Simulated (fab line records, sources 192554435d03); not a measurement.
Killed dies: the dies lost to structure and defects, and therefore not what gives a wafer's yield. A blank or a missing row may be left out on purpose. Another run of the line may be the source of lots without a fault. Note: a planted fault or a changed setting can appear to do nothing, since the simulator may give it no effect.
fab line records	flow n5Finfet	part 1 of 2: steps 1 to 26 of 35
record lots=5	wafers=15	lastDay=14
route steps=1938 shown PMOS_HMC_CHANNEL_EPI@72 FIN_SAQP@90
lots that met no fault: from a run of the same line without faults
startH: the number of hours between the record's first day and the start of the first shown wafer of the lot	waitH: hours from the lot's prior step to this one	" the same as in the row above	L1.1+2: several wafers, shown together as one row	- no value present, or no start provided	* or withheld: withheld	< > ~ a bound
route shown NAME@n: NAME is a module with steps in the file, n the number in the route of the first one	usual: average and standard deviation across the fault-free wafers	same: alike in all rows	chamber/n: place in a boat	sites: readings site by site	_std_site: standard deviation of those values	_edge_site: the outer-site mean with the inner-site mean subtracted	radiusMm: how far each site lies from the wafer's centre	mask NAME#n: copy n	behind: the most recent tool/chamber to have shaped the wafer	hold: reason for holding the lot/hours on hold/outcome of the hold	device: the n, p or np transistor that did not switch	end of line: tests of these same wafers at the route's end	a step with no rows: only its recipe	killed: at the first sort, the dies lost to defects and structure; wafer yield is something else	map: a wafer's dies, x killed, . not, _ none there
set.NAME: the run value of the setting; set.NAME@STEP: its run value at that earlier step	model.NAME: the simulator's own value behind a step, which no gauge read
certain route steps with their lots: each step a table, each wafer a row
services: the hour from which a tool's chamber was out of use, counted from the record's first day as startH (under 0 if before that day), plus the number of hours and why
## steps
# step N5_PMOS_HMC_CHANNEL_EPI_STRIP_17
# recipe chemistry=SPM	timeS=750	tempC=130	h2so4H2o2VolRatio=4	dry=ipaMarangoni
lot.wafer	tool	chamber	startH	waitH
L074.4+5+6	wetBench-06	7,6,5	17.68	-
L075.3+5+6	wetBench-02	3,1,7	24.28	-
L078.4+5+6	wetBench-04	2,5,3	41.48	-
L085.1+2+6	wetBench-04	0,1,3	84.62	-
L086.1+3+4	wetBench-06	4,2,7	90.00	-
# step N5_PMOS_HMC_CHANNEL_EPI_ETCH_38
# recipe chemistry=CF4	target=SiO2	targetDepthA=15	ionEnergyEv=350	pressureMtorr=10	icpW=800	biasW=400	cf4FlowSccm=80
# usual drypumpMotorCurrentA=5.8/0.41	oesProductAu=0.999/0.014	throttleValvePct=21.7/0.3
lot.wafer	tool	chamber	startH	waitH	drypumpMotorCurrentA	oesProductAu	rfHoursCounterH	throttleValvePct
L074.4	rieSi-05	2	17.92	0.0	5.5	1.013	18	21.8
L074.5	"	3	"	"	6.8	0.992	-	21.8
L074.6	"	0	"	"	5.7	1.010	-	22.0
L075.3	rieSi-03	2	24.51	0.0	5.3	1.009	42	21.3
L075.5	"	0	"	"	5.6	1.003	-	22.1
L075.6	"	1	"	"	5.6	0.981	-	21.8
L078.4	rieSi-05	1	41.72	0.0	5.9	0.987	25	21.1
L078.5	"	1	"	"	5.9	1.005	-	21.2
L078.6	"	2	"	"	5.5	0.994	-	21.8
L085.1	rieSi-03	2	84.86	0.0	5.3	1.014	43	21.3
L085.2	"	3	"	"	5.4	1.002	134	21.8
L085.6	"	3	"	"	5.4	0.991	-	21.8
L086.1	rieSi-03	2	90.24	0.0	5.4	1.010	43	21.3
L086.3	"	3	"	"	5.4	0.995	134	21.8
L086.4	"	2	"	"	5.3	0.998	-	21.3
# step N5_PMOS_HMC_CHANNEL_EPI_FIN_RECESS_16
# recipe chemistry=HBr/Cl2	target=Si	maskMaterial=SiO2	targetDepthA=540	timeS=18	pressureMtorr=10	icpW=800	biasW=75	HBr_flow_sccm=150	Cl2_flow_sccm=80
# usual drypumpMotorCurrentA=5.8/0.41	oesProductAu=1.000/0.013	throttleValvePct=35.4/0.33
lot.wafer	tool	chamber	startH	waitH	drypumpMotorCurrentA	oesProductAu	rfHoursCounterH	throttleValvePct
L074.4	rieSi-05	2	17.94	0.0	5.5	0.995	18	35.4
L074.5	"	3	"	"	6.8	1.003	-	35.6
L074.6	"	0	"	"	5.8	1.002	-	35.7
L075.3	rieSi-03	2	24.53	0.0	5.3	1.012	42	35.0
L075.5	"	0	"	"	5.6	1.015	-	36.0
L075.6	"	1	"	"	5.6	0.997	-	35.4
L078.4	rieSi-05	1	41.74	0.0	5.9	0.986	25	34.9
L078.5	"	1	"	"	5.9	0.986	-	34.9
L078.6	"	2	"	"	5.5	0.996	-	35.4
L085.1	rieSi-03	2	84.88	0.0	5.3	1.011	43	35.0
L085.2	"	3	"	"	5.4	1.002	134	35.6
L085.6	"	3	"	"	5.4	0.992	-	35.6
L086.1	rieSi-03	2	90.26	0.0	5.4	1.012	43	35.0
L086.3	"	3	"	"	5.4	0.983	134	35.6
L086.4	"	2	"	"	5.3	1.016	-	35.0
# step N5_PMOS_HMC_CHANNEL_EPI_PRECLEAN_36
# recipe chemistry=O3/DIW	timeS=45	tempC=22	o3Ppm=10
lot.wafer	tool	chamber	startH	waitH
L074.4+5+6	wetBench-06	2,4,3	18.04	0.1
L075.3+5+6	wetBench-02	4,5,0	24.63	0.1
L078.4+5+6	wetBench-02	5,6,2	41.84	0.1
L085.1+2+6	wetBench-02	0,6,4	84.97	0.1
L086.1+3+4	wetBench-02	0,4,3	90.36	0.1
# step N5_PMOS_HMC_CHANNEL_EPI_PRECLEAN_18
# recipe chemistry=DHF	timeS=30	tempC=25	dilution=withheld
lot.wafer	tool	chamber	startH	waitH
L074.4+5+6	wetBench-06	2,4,3	18.05	0.0
L075.3+5+6	wetBench-02	4,5,0	24.65	0.0
L078.4+5+6	wetBench-02	5,6,2	41.85	0.0
L085.1+2+6	wetBench-02	0,6,4	84.99	0.0
L086.1+3+4	wetBench-02	0,4,3	90.37	0.0
# step N5_PMOS_HMC_CHANNEL_EPI_SRD_19
# recipe dry=ipaMarangoni	doPpb=5	timeS=30	tempC=23	rinseLiquid=diw
lot.wafer	tool	chamber	startH	waitH
L074.4+5+6	wetBench-06	2,4,3	18.06	0.0
L075.3+5+6	wetBench-02	4,5,0	24.65	0.0
L078.4+5+6	wetBench-02	5,6,2	41.86	0.0
L085.1+2+6	wetBench-02	0,6,4	85.00	0.0
L086.1+3+4	wetBench-02	0,4,3	90.38	0.0
# step N5_PMOS_HMC_CHANNEL_EPI_EPI_20
# recipe material=SiGe30	maskMaterial=SiO2	pressureTorr=20	targetThkA=590	tempC=600
# usual susceptorTempC=599.94/0.25	susceptor_temp_C_max=601.0/0.36
lot.wafer	tool	chamber	startH	waitH	susceptorTempC	susceptor_temp_C_max
L074.4	epiRpcvd-02	0	18.91	0.8	599.88	600.9
L074.5	"	0	"	"	599.67	600.4
L074.6	"	0	"	"	599.85	600.6
L075.3	epiRpcvd-01	0	25.10	0.4	600.24	601.9
L075.5	"	0	"	"	599.65	600.9
L075.6	"	0	"	"	599.53	600.7
L078.4	epiRpcvd-02	0	42.71	0.8	600.13	600.9
L078.5	"	0	"	"	599.86	600.8
L078.6	"	0	"	"	599.58	600.6
L085.1	epiRpcvd-02	0	85.05	0.0	600.04	601.1
L085.2	"	0	"	"	600.08	601.0
L085.6	"	0	"	"	600.03	601.0
L086.1	epiRpcvd-04	0	90.43	0.0	600.09	601.5
L086.3	"	0	"	"	599.88	600.8
L086.4	"	0	"	"	599.88	600.5
# step N5_PMOS_HMC_CHANNEL_EPI_HM_STRIP_35
# recipe chemistry=dHF	tempC=25	material=SiO2	target=SiO2	targetDepthA=396	timeS=216
lot.wafer	tool	chamber	startH	waitH
L074.4+5+6	wetBench-06	5,2,0	19.74	0.6
L075.3+5+6	wetBench-04	4,5,6	25.94	0.6
L078.4+5+6	wetBench-04	0,7,6	43.54	0.6
L085.1+2+6	wetBench-06	3,7,6	86.30	1.0
L086.1+3+4	wetBench-06	4,0,6	92.60	1.8
# step N5_PMOS_HMC_CHANNEL_EPI_SRD_39
# recipe dry=ipaMarangoni	timeS=30	tempC=23	rinseLiquid=diw
lot.wafer	tool	chamber	startH	waitH
L074.4+5+6	wetBench-06	5,2,0	19.80	0.0
L075.3+5+6	wetBench-04	4,5,6	26.00	0.0
L078.4+5+6	wetBench-04	0,7,6	43.61	0.0
L085.1+2+6	wetBench-06	3,7,6	86.36	0.0
L086.1+3+4	wetBench-06	4,0,6	92.66	0.0
# step N5_PMOS_HMC_CHANNEL_EPI_CMP_21
# recipe material=SiGe30	postCmpClean=alkalineBrush	targetThkNm=54
# usual motorCurrentA=11.9/1.5	slurryFilterDpKPa=13.49/0.15
lot.wafer	tool	chamber	startH	waitH	motorCurrentA	slurryFilterDpKPa
L074.4	cmp-04	1	19.88	0.1	10.0	13.31
L074.6	"	0	"	"	11.1	13.37
L074.5	"	1	"	"	9.7	13.37
L075.3	cmp-04	2	26.15	0.1	13.8	13.76
L075.6	"	3	"	"	11.0	13.40
L075.5	"	0	"	"	11.4	13.65
L078.4	cmp-04	1	43.65	0.0	10.5	13.67
L078.6	"	1	"	"	10.3	13.55
L078.5	"	2	"	"	13.6	13.43
L085.1	cmp-01	2	86.54	0.2	13.5	13.28
L085.2	"	0	"	"	14.3	13.44
L085.6	"	3	"	"	10.4	13.65
L086.4	cmp-04	3	92.70	0.0	11.0	13.68
L086.3	"	1	"	"	9.6	13.20
L086.1	"	2	"	"	14.4	13.59
# step N5_PMOS_HMC_CHANNEL_EPI_THK_MEAS_22
# recipe reads=SiGe30_of_PMOS_HMC_CHANNEL_EPI_EPI_20
# usual HMC_CMP_THK=54.0/0.72
lot.wafer	tool	chamber	startH	waitH	HMC_CMP_THK[nm]
L074.4	filmMetro-02	-	20.14	-	54.7
L074.5	"	-	"	"	53.6
L074.6	"	-	"	"	54.9
L075.3	filmMetro-01	-	26.34	-	53.6
L075.5	"	-	"	"	55.0
L075.6	"	-	"	"	54.1
L078.4	filmMetro-01	-	43.94	-	53.9
L078.5	"	-	"	"	53.7
L078.6	"	-	"	"	54.5
L085.1	filmMetro-02	-	86.83	-	53.7
L085.2	"	-	"	"	54.0
L085.6	"	-	"	"	53.6
L086.1	filmMetro-02	-	92.99	-	53.6
L086.3	"	-	"	"	54.0
L086.4	"	-	"	"	54.2
# step N5_PMOS_HMC_CHANNEL_EPI_PRECLEAN_40
# recipe chemistry=DHF	timeS=30	tempC=25	dilution=withheld
lot.wafer	tool	chamber	startH	waitH
L074.4+5+6	wetBench-04	7,1,0	20.17	0.0
L075.3+5+6	wetBench-06	0,2,3	26.36	0.0
L078.4+5+6	wetBench-02	4,5,3	43.97	0.0
L085.1+2+6	wetBench-02	5,6,3	86.86	0.0
L086.1+3+4	wetBench-04	2,1,6	93.02	0.0
# step N5_PMOS_HMC_CHANNEL_EPI_PRECLEAN_37
# recipe chemistry=O3/DIW	timeS=45	tempC=22	o3Ppm=10
lot.wafer	tool	chamber	startH	waitH
L074.4+5+6	wetBench-04	7,1,0	20.18	0.0
L075.3+5+6	wetBench-06	0,2,3	26.37	0.0
L078.4+5+6	wetBench-02	4,5,3	43.98	0.0
L085.1+2+6	wetBench-02	5,6,3	86.87	0.0
L086.1+3+4	wetBench-04	2,1,6	93.03	0.0
# step N5_PMOS_HMC_CHANNEL_EPI_PRECLEAN_24
# recipe chemistry=DHF	timeS=30	tempC=25	dilution=withheld
lot.wafer	tool	chamber	startH	waitH
L074.4+5+6	wetBench-04	7,1,0	20.19	0.0
L075.3+5+6	wetBench-06	0,2,3	26.39	0.0
L078.4+5+6	wetBench-02	4,5,3	43.99	0.0
L085.1+2+6	wetBench-02	5,6,3	86.89	0.0
L086.1+3+4	wetBench-04	2,1,6	93.05	0.0
# step N5_PMOS_HMC_CHANNEL_EPI_SRD_25
# recipe dry=ipaMarangoni	doPpb=5	timeS=30	tempC=23	rinseLiquid=diw
lot.wafer	tool	chamber	startH	waitH
L074.4+5+6	wetBench-04	7,1,0	20.20	0.0
L075.3+5+6	wetBench-06	0,2,3	26.39	0.0
L078.4+5+6	wetBench-02	4,5,3	44.00	0.0
L085.1+2+6	wetBench-02	5,6,3	86.89	0.0
L086.1+3+4	wetBench-04	2,1,6	93.06	0.0
# step N5_PMOS_HMC_CHANNEL_EPI_EPI_26
# recipe material=Si	targetThkA=38	tempC=650	precursor=SiH4/H2	pressureTorr=20	timeS=22.7
# usual susceptorTempC=649.98/0.27	susceptor_temp_C_max=651.1/0.4	throttleValvePct=10.98/0.17
lot.wafer	tool	chamber	startH	waitH	susceptorTempC	susceptor_temp_C_max	throttleValvePct
L074.4	epiRpcvd-04	0	20.45	0.2	649.31	650.4	10.87
L074.5	"	0	"	"	649.53	650.5	10.77
L074.6	"	0	"	"	649.90	651.2	10.77
L075.3	epiRpcvd-02	0	26.58	0.2	649.54	650.4	11.22
L075.5	"	0	"	"	650.03	651.0	10.97
L075.6	"	0	"	"	650.03	651.0	11.03
L078.4	epiRpcvd-04	0	44.20	0.2	649.99	651.5	10.93
L078.5	"	0	"	"	649.64	650.7	10.77
L078.6	"	0	"	"	649.88	651.0	10.86
L085.1	epiRpcvd-04	0	86.94	0.0	650.10	651.0	10.98
L085.2	"	0	"	"	650.29	651.2	10.70
L085.6	"	0	"	"	649.83	650.8	10.67
L086.1	epiRpcvd-02	0	93.11	0.0	649.89	650.8	11.03
L086.3	"	0	"	"	649.74	650.8	11.04
L086.4	"	0	"	"	649.60	650.8	10.97
# step N5_PMOS_HMC_CHANNEL_EPI_INSPECT_30
# recipe inspectInstrument=darkfield	mode=postEpi
# usual rawDefectCount=19/6.2
lot.wafer	tool	chamber	startH	waitH	rawDefectCount
L074.4	defectInspect-01	-	20.72	0.0	11
L074.5	"	-	"	"	7
L074.6	"	-	"	"	28
L075.3	defectInspect-01	-	26.91	0.0	12
L075.5	"	-	"	"	16
L075.6	"	-	"	"	13
L078.4	defectInspect-02	-	44.42	0.0	10
L078.5	"	-	"	"	12
L078.6	"	-	"	"	18
L085.1	defectInspect-02	-	87.55	0.0	22
L085.2	"	-	"	"	16
L085.6	"	-	"	"	28
L086.1	defectInspect-02	-	93.48	0.0	20
L086.3	"	-	"	"	14
L086.4	"	-	"	"	12
# step N5_FIN_SAQP_PRECLEAN_42
# recipe chemistry=O3/DIW	timeS=60	tempC=22	o3Ppm=10
lot.wafer	tool	chamber	startH	waitH
L074.4+5+6	wetBench-03	3,4,0	20.75	0.0
L075.3+5+6	wetBench-05	7,3,1	26.94	0.0
L078.4+5+6	wetBench-03	1,4,6	44.54	0.1
L085.1+2+6	wetBench-05	4,0,7	87.57	0.0
L086.1+3+4	wetBench-05	4,3,1	93.51	0.0
# step N5_FIN_SAQP_PRECLEAN_00
# recipe chemistry=SC1	timeS=60	tempC=55	mix=1:2:50
# usual diwFlowMLMin=1416/4.4
lot.wafer	tool	chamber	startH	waitH	diwFlowMLMin
L074.4	wetBench-03	3	20.76	0.0	1422
L074.5	"	4	"	"	1410
L074.6	"	0	"	"	1420
L075.3	wetBench-05	7	26.96	0.0	1413
L075.5	"	3	"	"	1420
L075.6	"	1	"	"	1422
L078.4	wetBench-03	1	44.57	0.0	1403
L078.5	"	4	"	"	1415
L078.6	"	6	"	"	1420
L085.1	wetBench-05	4	87.59	0.0	1405
L085.2	"	0	"	"	1422
L085.6	"	7	"	"	1410
L086.1	wetBench-05	4	93.53	0.0	1420
L086.3	"	3	"	"	1412
L086.4	"	1	"	"	1411
# step N5_FIN_SAQP_PRECLEAN_44
# recipe chemistry=SC2	timeS=45	tempC=35	mix=1:1:50
lot.wafer	tool	chamber	startH	waitH
L074.4+5+6	wetBench-03	3,4,0	20.78	0.0
L075.3+5+6	wetBench-05	7,3,1	26.98	0.0
L078.4+5+6	wetBench-03	1,4,6	44.59	0.0
L085.1+2+6	wetBench-05	4,0,7	87.61	0.0
L086.1+3+4	wetBench-05	4,3,1	93.55	0.0
# step N5_FIN_SAQP_SRD_01
# recipe dry=ipaMarangoni	timeS=30	tempC=23	rinseLiquid=diw
lot.wafer	tool	chamber	startH	waitH
L074.4+5+6	wetBench-03	3,4,0	20.79	0.0
L075.3+5+6	wetBench-05	7,3,1	26.99	0.0
L078.4+5+6	wetBench-03	1,4,6	44.60	0.0
L085.1+2+6	wetBench-05	4,0,7	87.62	0.0
L086.1+3+4	wetBench-05	4,3,1	93.56	0.0
# step N5_FIN_SAQP_ALD_61
# recipe material=SiO2	targetThkA=40	tempC=300	aldPrecursorFamily=BDEAS	aldCoReactant=O2-plasma	pulseTimeS=1	purgeTimeS=2	coReactantPurgeTimeS=2	aldCycles=43	pressureTorr=2
# usual heaterPowerW=478/48	precursorPulseHeightRel=1.001/0.019	susceptorTempC=300.01/0.21
lot.wafer	tool	chamber	startH	waitH	heaterPowerW	precursorPulseHeightRel	susceptorTempC
L074.4	aldSin-03	1	21.12	0.3	523	1.031	299.59
L074.5	"	3	"	"	426	0.989	299.84
L074.6	"	0	"	"	403	0.982	299.79
L075.3	aldSin-01	1	27.04	0.0	486	0.986	300.22
L075.5	"	3	"	"	444	0.978	300.13
L075.6	"	0	"	"	569	1.015	299.93
L078.4	aldSin-03	0	44.74	0.1	410	0.991	300.09
L078.5	"	3	"	"	432	0.980	299.96
L078.6	"	2	"	"	449	0.983	299.90
L085.1	aldSin-02	2	87.67	0.0	441	1.006	300.09
L085.2	"	0	"	"	548	1.004	300.58
L085.6	"	1	"	"	451	1.015	299.52
L086.1	aldSin-02	1	93.63	0.1	454	0.987	299.90
L086.3	"	0	"	"	555	1.000	300.24
L086.4	"	3	"	"	522	0.960	299.82
# step N5_FIN_SAQP_DENSIFY_62
# recipe tempC=700	timeS=60	ambient=N2	idleTempC=600	rampUpCPerS=150	rampDownCPerS=60	coolToC=600
# usual lampPowerPct=9.85/0.053	lamp_zone_1_pct=9.847/0.011	lamp_zone_3_pct=9.848/0.011	lamp_zone_7_pct=10.266/0.0099	wafer_temp_C_max=703.3/0.63
lot.wafer	tool	chamber	startH	waitH	lampPowerPct	lamp_zone_1_pct	lamp_zone_3_pct	lamp_zone_7_pct	wafer_temp_C_max
L074.4	rtpAnneal-01	0	21.41	0.2	9.85	9.838	9.847	10.254	702.4
L074.5	"	0	"	"	9.82	9.847	9.851	10.265	703.0
L074.6	"	0	"	"	9.83	9.827	9.838	10.249	702.7
L075.3	rtpAnneal-02	0	27.30	0.2	9.83	9.843	9.835	10.268	703.5
L075.5	"	0	"	"	9.90	9.834	9.842	10.262	704.1
L075.6	"	0	"	"	9.86	9.822	9.853	10.269	702.6
L078.4	rtpAnneal-02	0	44.94	0.1	9.86	9.851	9.849	10.262	703.4
L078.5	"	0	"	"	9.88	9.850	9.863	10.268	703.3
L078.6	"	0	"	"	9.91	9.848	9.860	10.268	703.3
L085.1	rtpAnneal-01	0	87.93	0.2	9.90	9.848	9.850	10.268	704.5
L085.2	"	0	"	"	9.82	9.856	9.843	10.260	702.8
L085.6	"	0	"	"	9.90	9.843	9.864	10.269	702.3
L086.1	rtpAnneal-01	0	93.94	0.2	9.92	9.844	9.847	10.257	703.1
L086.3	"	0	"	"	9.78	9.847	9.838	10.270	703.4
L086.4	"	0	"	"	9.83	9.830	9.849	10.261	702.7
# step N5_FIN_SAQP_HM_DEP_03
# recipe material=SiNx	targetThkA=380	tempC=400	precursor=SiH4/NH3/N2	pressureTorr=1.5	rfW=300	timeS=33.6
# usual heaterPowerW=771/99	showerheadPlenumPTorr=5.17/0.05	susceptorTempC=400.01/0.22	throttleValvePct=39.7/1.8
lot.wafer	tool	chamber	startH	waitH	heaterPowerW	showerheadPlenumPTorr	susceptorTempC	throttleValvePct
L074.4	pecvd-04	2	21.58	0.1	612	5.11	400.38	35.6
L074.5	"	0	"	"	729	5.21	399.92	37.9
L074.6	"	1	"	"	1023	5.16	400.59	41.4
L075.3	pecvd-02	2	27.45	0.1	876	5.08	400.26	41.8
L075.5	"	1	"	"	761	5.16	399.84	42.8
L075.6	"	0	"	"	688	5.08	400.22	40.8
L078.4	pecvd-04	1	45.10	0.1	1010	5.18	399.78	41.5
L078.5	"	2	"	"	597	5.13	400.03	35.7
L078.6	"	0	"	"	759	5.23	400.17	38.0
L085.1	pecvd-01	2	88.15	0.2	789	5.22	399.68	37.6
L085.2	"	1	"	"	757	5.22	400.36	39.8
L085.6	"	1	"	"	777	5.21	399.93	39.9
L086.1	pecvd-01	1	94.34	0.3	713	5.21	399.85	39.8
L086.3	"	0	"	"	710	5.19	399.90	39.0
L086.4	"	2	"	"	740	5.21	400.25	38.1
# step N5_FIN_SAQP_THK_MEAS_05
# usual thkNm=37.9/0.45
lot.wafer	tool	chamber	startH	waitH	thkNm
L074.4	filmMetro-02	-	21.64	0.0	38.5
L074.5	"	-	"	"	38.1
L074.6	"	-	"	"	38.3
L075.3	filmMetro-01	-	27.54	0.1	37.7
L075.5	"	-	"	"	37.8
L075.6	"	-	"	"	38.4
L078.4	filmMetro-01	-	45.16	0.0	38.1
L078.5	"	-	"	"	38.2
L078.6	"	-	"	"	37.6
L085.1	filmMetro-02	-	88.23	0.1	37.3
L085.2	"	-	"	"	37.3
L085.6	"	-	"	"	38.2
L086.1	filmMetro-01	-	94.43	0.1	37.6
L086.3	"	-	"	"	37.6
L086.4	"	-	"	"	37.8
# step N5_FIN_SAQP_PECVD_47
# recipe material=a-Si	targetThkA=450	tempC=400	precursor=SiH4/He	pressureTorr=3	rfW=100	timeS=36.3
# usual heaterPowerW=859/130	showerheadPlenumPTorr=5.68/0.037	susceptorTempC=400.01/0.21	throttleValvePct=18.2/1
lot.wafer	tool	chamber	startH	waitH	heaterPowerW	showerheadPlenumPTorr	susceptorTempC	throttleValvePct
L074.4	pecvd-02	2	21.69	0.1	1048	5.63	400.01	19.2
L074.5	"	0	"	"	808	5.63	400.53	18.7
L074.6	"	1	"	"	911	5.70	399.82	19.4
L075.3	pecvd-04	2	27.58	0.0	724	5.65	400.04	16.2
L075.5	"	1	"	"	1046	5.68	399.90	18.9
L075.6	"	0	"	"	838	5.72	399.99	17.3
L078.4	pecvd-02	2	45.21	0.1	997	5.65	400.18	18.9
L078.5	"	0	"	"	740	5.61	399.92	18.9
L078.6	"	1	"	"	961	5.68	400.29	19.5
L085.1	pecvd-04	1	88.27	0.0	1064	5.67	400.21	18.8
L085.2	"	2	"	"	691	5.65	399.93	16.8
L085.6	"	1	"	"	1075	5.69	399.73	18.6
L086.1	pecvd-02	2	94.46	0.0	1048	5.63	399.65	19.2
L086.3	"	1	"	"	920	5.68	400.12	19.5
L086.4	"	1	"	"	951	5.67	400.16	19.4
